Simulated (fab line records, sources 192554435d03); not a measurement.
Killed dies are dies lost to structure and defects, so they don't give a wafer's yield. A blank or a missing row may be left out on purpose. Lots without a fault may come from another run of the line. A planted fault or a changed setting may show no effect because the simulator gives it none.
Problem report in the 8D (eight disciplines) form, filled by code | flow n5_finfet | the parts of the form that need people (team, actions taken, sign-off) are left out

1. THE PROBLEM
thk_nm at N5_DUMMY_GATE_THK_MEAS_05 reads a mean of 99.9 nm on 2 wafers of 2 lots; wafers without a fault read 71.8 nm with a standard deviation of 0.96. That is +29 standard deviations from the usual mean.
First seen on wafer L911.6, day 4 09:00, on film_metro-02. The record holds 25 wafers of 9 lots with a number at this step. Rule for "out", or "out of limits": more than 4 standard deviations from the usual mean. The other wafers with a number count as sound.

2. WHAT IT IS AND WHAT IT IS NOT
question                    | is               | is not
which readings at this step | thk_nm           | -
which lots                  | L911, L913       | L906, L907, L908, L910, L919, L924, L928
which wafers of those lots  | L911.6, L913.3   | L911.1, L913.1
read on which gauges        | film_metro-02    | film_metro-01
when                        | from day 4 09:00 | up to then (13 sound wafers); but 10 sound wafers of L913, L919, L924, L928 came after

3. SUSPECTS, AND WHAT RULES EACH OUT
Counting: a tool at a process step up to the reading stays a suspect if it ran every lot that is out. Sound lots after the first of them don't rule it out here, since some wafers of a struck lot are sound.
- the gauge at N5_DUMMY_GATE_THK_MEAS_05: ruled out. All the wafers that are out were read on film_metro-02, but those of them that N5_DUMMY_GATE_ETCH_44 has rows for are out there too, on other tools.
- cmp-03 at N5_DUMMY_GATE_CMP_04 (polishes a-Si): kept. It ran every lot that is out, first L911 (day 4 08:50); its last sound lot up to then is L908 (day 3 12:38).
- Within cmp-03 at N5_DUMMY_GATE_CMP_04: the wafers that are out ran in chambers 2, 3; their sound lot-mates ran in chambers 0, 1.
Left after counting: cmp-03 at N5_DUMMY_GATE_CMP_04.

4. THE CAUSE (what the simulator had put in)
Process parameter drift: cmp-03, from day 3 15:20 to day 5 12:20, at N5_DUMMY_GATE_CMP_04. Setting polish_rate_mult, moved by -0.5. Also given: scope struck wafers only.
Counting left only this tool.

5. THE CHAIN OF EFFECTS, in route order
Each row: a reading whose mean over the struck wafers that have a number lies more than 3 standard deviations from the usual. Only readings for which the record gives a usual standard deviation are gone through. hours: the time from each lot's start at the first step in this table that gives one to its start at this step, as a median over the lots. sigmas: the change in usual standard deviations.
hours | step                      | reading        | usual      | on struck wafers | change | sigmas
0     | N5_DUMMY_GATE_THK_MEAS_05 | thk_nm         | 71.8 nm    | 99.9             | +28.1  | +29
7     | N5_DUMMY_GATE_ETCH_44     | oes_product_au | 0.730 a.u. | 0.851            | +0.121 | +10
30    | N5_SDB_THK_MEAS_31        | SDB_THK        | 64.0 nm    | 92.1             | +28.1  | +29
The process steps in it:
- N5_DUMMY_GATE_ETCH_44: etches poly-Si in HBr/O2, stops on SiO2, target depth 127.5 nm.
Later measuring or inspecting steps at which every struck wafer that the step has a row for has a number for every such reading, and none has moved that far: N5_DUMMY_GATE_INSPECT_17, N5_BEOL_M4_RC_MEAS_101.

6. WHAT WOULD HAVE CAUGHT IT SOONER
In this record the first reading out of limits at a measuring or inspecting step was taken at day 4 09:00, 18 hours after the fault began at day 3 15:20.
Of the tool readings at N5_DUMMY_GATE_CMP_04 for which the record gives a usual standard deviation, none was out on any struck wafer, so an alarm limit of 4 standard deviations on them would not have fired.
Of the lots that are out (2), L913 began N5_DUMMY_GATE_CMP_04 on cmp-03 after day 4 09:00. A hold on the tool at that time would have spared it.
